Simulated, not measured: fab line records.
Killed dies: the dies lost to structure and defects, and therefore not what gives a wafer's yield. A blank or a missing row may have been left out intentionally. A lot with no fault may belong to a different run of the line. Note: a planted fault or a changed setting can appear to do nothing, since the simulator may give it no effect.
Struck lot and sound lot, side by side -- flow nand-harc -- 21 out of 1302 route steps
Sound: wafers L688.2, L688.5, L688.6. Struck: wafer L697.2 (left out: L697.1, L697.5 of the same lot, which were not struck); the cause appears at the end.
For every step that has rows: the tool of each side, followed by ch and its chambers, followed by its first start. Under that, the readings that differ: sound wafers -- struck wafers -- difference of the means -- sigmas: that difference in standard deviations of wafers without a fault.
alike: a reading whose means differ by less than 2 such deviations, as well as words and numbers matching on both sides. not compared: withheld readings; readings where some wafer has no value; bounds like >300 that might hide an equal value; numbers whose values overlap and for which the record gives no deviation.
Wherever a step has rows on one side only, a row that says differs or no value, or a row with sigmas, the two part there. When numbers do not overlap yet have no deviation, they are printed without sigmas and do not part them. A reading missing from all wafers of one side parts the sides only when that side holds two or more wafers.

first, 4 steps without rows for these wafers: NHARC_A_CHANNEL_HOLE_D1_ETCH_19 (etches the open film in C4F8/O2/Ar, time 34.5 s); NHARC_A_CHANNEL_HOLE_D1_ETCH_20 (etches the open film in C4F8/O2/Ar, time 361.9 s, target depth 1600 nm); NHARC_A_CHANNEL_HOLE_D1_ETCH_21 (etches the open film in C4F8/O2/Ar, time 514.3 s, target depth 1600 nm); NHARC_A_CHANNEL_HOLE_D1_ETCH_22 (etches the open film in C4F8/O2/Ar, time 666.7 s, target depth 1600 nm).
NHARC_A_CHANNEL_HOLE_D1_ETCH_23: etches the open film in C4F8/O2/Ar, time 819 s, target depth 1600 nm.
  sound on har-etch-01 ch 0,1, day 11 21:13; struck on har-etch-02 ch 1, day 15 11:37
  alike: c4f8-flow-sccm, drypump-motor-current-A, showerhead-plenum-p-Torr, throttle-valve-pct
  not compared: rf-hours-counter-h
then, 2 steps without rows for these wafers: NHARC_A_CHANNEL_HOLE_D1_ETCH_24 (etches the open film in C4F8/O2/Ar, time 906.2 s, target depth 1500 nm); NHARC_A_CHANNEL_HOLE_D1_ETCH_25 (etches the open film in C4F8/O2/Ar, time 1040.2 s, target depth 1500 nm).
NHARC_A_CHANNEL_HOLE_D1_ETCH_26: etches the open film in C4F8/O2/Ar, time 224.1 s, target depth 300 nm.
  sound on har-etch-01 ch 0,1, day 11 23:29; struck on har-etch-02 ch 1, day 15 13:58
  alike: c4f8-flow-sccm, drypump-motor-current-A, showerhead-plenum-p-Torr, throttle-valve-pct
  not compared: rf-hours-counter-h
NHARC_A_CHANNEL_HOLE_D1_ETCH_33: etches the open film in C4F8/O2/Ar, time 90 s, target depth 400 nm.
  sound on har-etch-01 ch 0,1, day 11 23:41; struck on har-etch-02 ch 1, day 15 14:10
  alike: c4f8-flow-sccm, drypump-motor-current-A, showerhead-plenum-p-Torr, throttle-valve-pct
  not compared: rf-hours-counter-h
then, 3 steps without rows for these wafers: NHARC_A_CHANNEL_HOLE_D1_STRIP_41 (strips in N2/H2); NHARC_A_CHANNEL_HOLE_D1_STRIP_42 (strips in CF4/CHF3); NHARC_A_CHANNEL_HOLE_D1_STRIP_43 (strips in O2/COS).
NHARC_A_CHANNEL_HOLE_D1_ETCH_44: etches the open film in CF4/O2, target depth 140 nm, overetch 14 nm, time 77 s.
  sound on rie-diel-05 ch 2,3, day 12 00:24; struck on rie-diel-05 ch 2, day 15 14:55
  alike: drypump-motor-current-A, oes-product-au, rf-vpp-V, showerhead-plenum-p-Torr, throttle-valve-pct
  not compared: rf-hours-counter-h
NHARC_A_CHANNEL_HOLE_D1_STRIP_27: strips in O2.
  sound on rie-diel-05 ch 0,1; struck on rie-diel-05 ch 3
  alike: drypump-motor-current-A, oes-product-au, rf-vpp-V, showerhead-plenum-p-Torr, throttle-valve-pct
  not compared: rf-hours-counter-h
then, 2 steps without rows for these wafers: NHARC_A_CHANNEL_HOLE_D1_PRECLEAN_28 (cleans in SC1); NHARC_A_CHANNEL_HOLE_D1_SRD_29.
NHARC_A_CHANNEL_HOLE_D1_CD_MEAS_30:
  sound on cd-sem-02, day 12 01:13; struck on cd-sem-02, day 15 15:43
  alike: cd-nm
NHARC_A_CHANNEL_HOLE_D1_XSEM_31:
  sound on xsem-01 ch 0, day 12 01:18; struck on xsem-01 ch 0, day 15 15:47
  alike: bot-cd-nm, bow-nm, tilt-deg
NHARC_A_CHANNEL_HOLE_D1_INSPECT_40:
  sound on defect-inspect-02, day 12 01:23; struck on defect-inspect-01, day 15 15:53
reading,sound,struck,difference,sigmas
raw-defect-count,94 71 87,484,+400,+14
then, 1 step without rows for these wafers: NHARC_A_CHANNEL_FILL_D1_PRECLEAN_00 (cleans in SC1).
-- record jumps: 16 days between struck wafers' starts before vs after; left off in module A_CHANNEL_FILL_D1, resumes in module END, first step shown is number 1302 of the route --
NHARC_END_SORT_01:
  only the struck wafers appear in the record here, on prober-01 ch 0 at day 31 05:31; the sound ones have no rows

== WHERE THEY PART ==
First at NHARC_A_CHANNEL_HOLE_D1_INSPECT_40; last, within this record, at NHARC_END_SORT_01.

WHY: the cause the simulator had injected
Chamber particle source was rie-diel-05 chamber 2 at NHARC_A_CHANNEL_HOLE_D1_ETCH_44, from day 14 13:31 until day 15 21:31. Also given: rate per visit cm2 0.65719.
